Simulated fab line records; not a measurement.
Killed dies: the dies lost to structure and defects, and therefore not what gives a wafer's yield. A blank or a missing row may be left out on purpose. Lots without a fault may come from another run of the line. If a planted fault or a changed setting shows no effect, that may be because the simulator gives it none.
Matching of chambers | flow nand_harc | 4 sister chambers for NHARC_P_M1_ETCH_35 on rie_diel-09
The step etches the open film in N2/H2, target depth 40 nm, overetch 12 nm, time 43.94 s. 8 wafers are shown with their chamber, then 8 later ones without.

== WAFERS PAIRED WITH THEIR CHAMBERS ==
wafer  | chamber | showerhead_plenum_p_Torr (Torr) | drypump_motor_current_A (A)
L080.5 | 0       | 2.10                            | 5.4
L084.1 | 1       | 2.01                            | 5.2
L084.4 | 2       | 2.00                            | 5.2
L087.1 | 0       | 2.10                            | 5.4
L088.3 | 3       | 2.11                            | 5.7
L088.4 | 1       | 2.00                            | 5.1
L088.5 | 3       | 2.11                            | 5.7
L089.1 | 2       | 2.00                            | 5.2

== WAFERS WITH NO CHAMBER GIVEN ==
wafer  | showerhead_plenum_p_Torr (Torr) | drypump_motor_current_A (A)
L089.4 | 2.11                            | 5.7
L089.5 | 2.00                            | 5.1
L093.2 | 2.00                            | 5.2
L093.5 | 2.00                            | 5.1
L093.6 | 2.10                            | 5.5
L096.1 | 2.10                            | 5.4
L096.3 | 2.00                            | 5.1
L096.4 | 2.11                            | 5.7

== THE CHAMBER EACH PASSED THROUGH ==
wafer  | from the rows above     | in truth
L089.4 | 3                       | 3
L089.5 | can't be placed: 1 or 2 | 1
L093.2 | can't be placed: 2 or 1 | 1
L093.5 | can't be placed: 1 or 2 | 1
L093.6 | 0                       | 0
L096.1 | 0                       | 0
L096.3 | can't be placed: 1 or 2 | 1
L096.4 | 3                       | 3
Correctly placed: 4 of 8. Can't be placed from these rows: 4 (the true chamber is among the candidates in 4). Wrongly placed: 0.
How it was worked out, from the rows above alone: a wafer's distance from a chamber is the root of the sum, over the readings, of the square of ((its reading less the chamber's mean) divided by the reading's scatter). The wafer belongs to the nearest chamber; if the next one is less than 2 further off, it can't be placed. For every chamber, the mean is computed from those of its wafers that are shown. The scatter is the square root of a quotient: the sum, over the shown wafers, of each reading's squared deviation from its chamber's mean, divided by wafers minus chambers.
